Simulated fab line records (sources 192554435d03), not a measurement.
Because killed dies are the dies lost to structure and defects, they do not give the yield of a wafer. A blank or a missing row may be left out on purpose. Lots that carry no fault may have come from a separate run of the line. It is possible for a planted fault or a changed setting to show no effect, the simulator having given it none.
One fault through the eyes of 3 desks / flow n5-finfet / what lay behind the numbers comes last; until then each desk has only its own

THE DEFECT DESK
Inspection counts along the route, by lot: the mean over sampled wafers that carry a number. Marked OUT: a lot whose mean sits more than 4 standard deviations from the usual mean, which makes it out of limits; the brackets give that distance.
Columns: A = raw-defect-count at N5_BEOL_M3_INSPECT_59, usual 69
lot=L747; first seen here=day 7 13:44; A=87
lot=L749; first seen here=day 7 15:33; A=69
lot=L751; first seen here=day 8 11:04; A=104
lot=L752; first seen here=day 8 12:40; A=52
lot=L756; first seen here=day 10 18:05; A=100
lot=L758; first seen here=day 10 20:07; A=41
lot=L762; first seen here=day 11 04:14; A=2570 (+99 or more) OUT
lot=L768; first seen here=day 13 00:38; A=88
lot=L770; first seen here=day 13 18:49; A=94
This desk finds L762 out of limits, L762 being first, at day 11 04:14 (raw-defect-count at N5_BEOL_M3_INSPECT_59). In limits: L747, L749, L751, L752, L756, L758, L768, L770.

FOR THE TOOL OWNER'S DESK: cmp-01
The tool's own readings at N5_BEOL_M3_CMP_52 (polishes, stops on SiOC, t overpolish 6.8 s, target thk 40 nm): means of the sampled wafers that have a number, for each lot that ran on this tool. Marked OUT: a lot whose mean sits more than 4 standard deviations from the usual mean, which makes it out of limits; the brackets give that distance.
Columns: A = barrier-field-endpoint-s at N5_BEOL_M3_CMP_52, usual 24.5 s; B = motor-current-A at N5_BEOL_M3_CMP_52, usual 6.2 A; C = overpolish-run-s at N5_BEOL_M3_CMP_52, usual 6.800 s; D = slurry-filter-dp-kPa at N5_BEOL_M3_CMP_52, usual 13.49 kPa; E = time-to-endpoint-s at N5_BEOL_M3_CMP_52, usual 61 s
lot=L749; first seen here=day 7 14:58; A=25.1; B=6.2; C=6.800; D=13.49; E=62
lot=L752; first seen here=day 8 12:05; A=23.8; B=6.2; C=6.792; D=13.55; E=59
lot=L756; first seen here=day 10 17:32; A=25.0; B=6.3; C=6.810; D=13.67; E=64
lot=L762; first seen here=day 11 03:39; A=33.0 (+12) OUT; B=6.4; C=3.416 (-99 or more) OUT; D=13.50; E=70
This desk finds L762 out of limits, L762 being first, at day 11 03:39 (barrier-field-endpoint-s at N5_BEOL_M3_CMP_52). In limits: L749, L752, L756.

THE METROLOGY DESK
Lot by lot, what the gauges showed, no matter which tool ran the lot: averages of those sampled wafers that carry a number. Marked OUT: a lot whose mean sits more than 4 standard deviations from the usual mean, which makes it out of limits; the brackets give that distance. Readings shown: 7 out of 11 (the first out of limits, and those lying furthest out on some lot).
Columns: A = M3_THK at N5_BEOL_M3_THK_MEAS_53, usual 38.7 nm; B = DIBL_P at N5_BEOL_M4_RC_MEAS_101, usual 36.2 mV/V; C = IOFF_N at N5_BEOL_M4_RC_MEAS_101, usual 0.16 nA/um; D = SS_N at N5_BEOL_M4_RC_MEAS_101, usual 71.5 mV/dec; E = SS_P at N5_BEOL_M4_RC_MEAS_101, usual 73.1 mV/dec; F = VT_N at N5_BEOL_M4_RC_MEAS_101, usual 250 mV; G = VT_P at N5_BEOL_M4_RC_MEAS_101, usual -250 mV
lot=L747; first seen here=day 7 13:26; A=38.3; B=39.5; C=0.19; D=71.9; E=73.6; F=248; G=-246
lot=L749; first seen here=day 7 15:16; A=38.9; B=36.0; C=0.12; D=71.3; E=72.8; F=255; G=-258
lot=L751; first seen here=day 8 10:43; A=38.3; B=36.7; C=0.14; D=71.9; E=73.7; F=253; G=-257
lot=L752; first seen here=day 8 12:23; A=40.2; B=34.8; C=0.13; D=71.1; E=72.7; F=254; G=-253
lot=L756; first seen here=day 10 17:47; A=38.5; B=40.2; C=0.23; D=72.0; E=74.8; F=247; G=-249
lot=L758; first seen here=day 10 19:50; A=40.5; B=34.2; C=0.12; D=70.4; E=72.6; F=253; G=-249
lot=L762; first seen here=day 11 03:56; A=86.0 (+28) OUT; B=38.0; C=0.18; D=71.6; E=73.2; F=247; G=-251
lot=L768; first seen here=day 13 00:19; A=36.4; B=36.8; C=0.17; D=71.9; E=72.8; F=249; G=-250
lot=L770; first seen here=day 13 18:26; A=37.9; B=35.4; C=0.15; D=71.8; E=72.5; F=251; G=-248
This desk finds L762 out of limits, with the earliest case on L762 at day 11 03:56 (M3_THK at N5_BEOL_M3_THK_MEAS_53). In limits: L747, L749, L751, L752, L756, L758, L768, L770.

BROUGHT TOGETHER
On L762, at day 11 03:39, an alarm was possible from the tool owner's desk.
At day 11 03:56 the metrology desk could have sounded an alarm, on L762.
The defect desk could have raised an alarm at day 11 04:14, on L762.
Every lot named ran N5_BEOL_M3_CMP_52 on cmp-01.

WHAT HAD BEEN PUT IN BY THE SIMULATOR
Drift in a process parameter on cmp-01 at N5_BEOL_M3_CMP_52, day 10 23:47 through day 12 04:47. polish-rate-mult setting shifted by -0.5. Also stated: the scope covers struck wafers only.
Lots struck among those shown: L762.
Hours from the fault's start to each desk's first reading out of limits: the tool owner's desk, 4; the metrology desk, 4; the defect desk, 4.
